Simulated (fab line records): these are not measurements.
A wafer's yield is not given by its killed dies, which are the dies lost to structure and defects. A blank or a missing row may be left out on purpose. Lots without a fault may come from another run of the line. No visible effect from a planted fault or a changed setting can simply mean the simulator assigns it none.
Matching of chambers -- flow nand-harc -- NHARC_A_CHANNEL_HOLE_D2_DESCUM_15 on rie-diel-07 has 4 sister chambers
The step chemistry O2, time 3 s. 18 wafers are shown with their chamber, then 9 later ones without.

## WAFERS PAIRED WITH THEIR CHAMBERS
wafer,chamber,showerhead-plenum-p-Torr (Torr),drypump-motor-current-A (A),oes-product-au (a.u.)
L079.1,2,1.98,6.5,1.020
L079.4,1,1.86,6.4,1.002
L079.5,1,1.86,6.3,1.004
L081.3,1,1.86,6.4,1.000
L081.4,3,1.87,5.8,0.998
L081.5,0,1.86,5.7,1.003
L082.3,0,1.86,5.8,1.006
L082.5,3,1.87,5.7,1.002
L082.6,2,1.98,6.4,1.015
L084.2,0,1.86,5.8,0.998
L084.3,2,1.98,6.4,1.005
L084.6,0,1.86,5.8,0.992
L085.4,1,1.86,6.4,0.993
L085.5,3,1.86,5.8,0.998
L085.6,0,1.85,5.8,1.003
L086.2,1,1.86,6.4,0.993
L086.5,1,1.86,6.4,0.993
L086.6,0,1.85,5.8,0.999

SIGNATURES (averages over the wafers above)
reading,chamber 0,chamber 1,chamber 2,chamber 3,scatter within a chamber
showerhead-plenum-p-Torr,1.8567,1.8600,1.9800,1.8667,0.00378
drypump-motor-current-A,5.783,6.383,6.433,5.767,0.0463
oes-product-au,1.00017,0.99750,1.01333,0.99933,0.00521
Rule: distance of a wafer from a chamber = root of the sum over the readings of ((wafer's reading minus chamber's mean) / reading's scatter) squared. The wafer belongs to the nearest chamber; if the next one is less than 2 further off, it can't be placed. The scatter: take each reading less its chamber's mean, square it, sum over the shown wafers, divide by the number of wafers less the number of chambers, and take the root.

## WAFERS WHOSE CHAMBER IS MISSING
wafer,showerhead-plenum-p-Torr (Torr),drypump-motor-current-A (A),oes-product-au (a.u.)
L089.3,1.97,6.5,1.006
L089.4,1.86,6.4,0.987
L089.5,1.97,6.5,0.999
L091.1,1.85,5.8,1.006
L091.4,1.97,6.4,1.029
L091.6,1.85,5.8,1.015
L096.1,1.86,5.8,0.984
L096.4,1.86,6.4,1.006
L096.5,1.86,6.4,1.012

## WHICH CHAMBER EACH WENT THROUGH
wafer,from the rows above,in truth
L089.3,2,2
L089.4,1,1
L089.5,2,2
L091.1,0,0
L091.4,2,2
L091.6,0,0
L096.1,can't be placed: 0 or 3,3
L096.4,1,1
L096.5,1,1
Placed correctly: 8 of 9. These rows do not allow placing 1 (true chamber among the candidates in 1). Placed wrongly: 0.
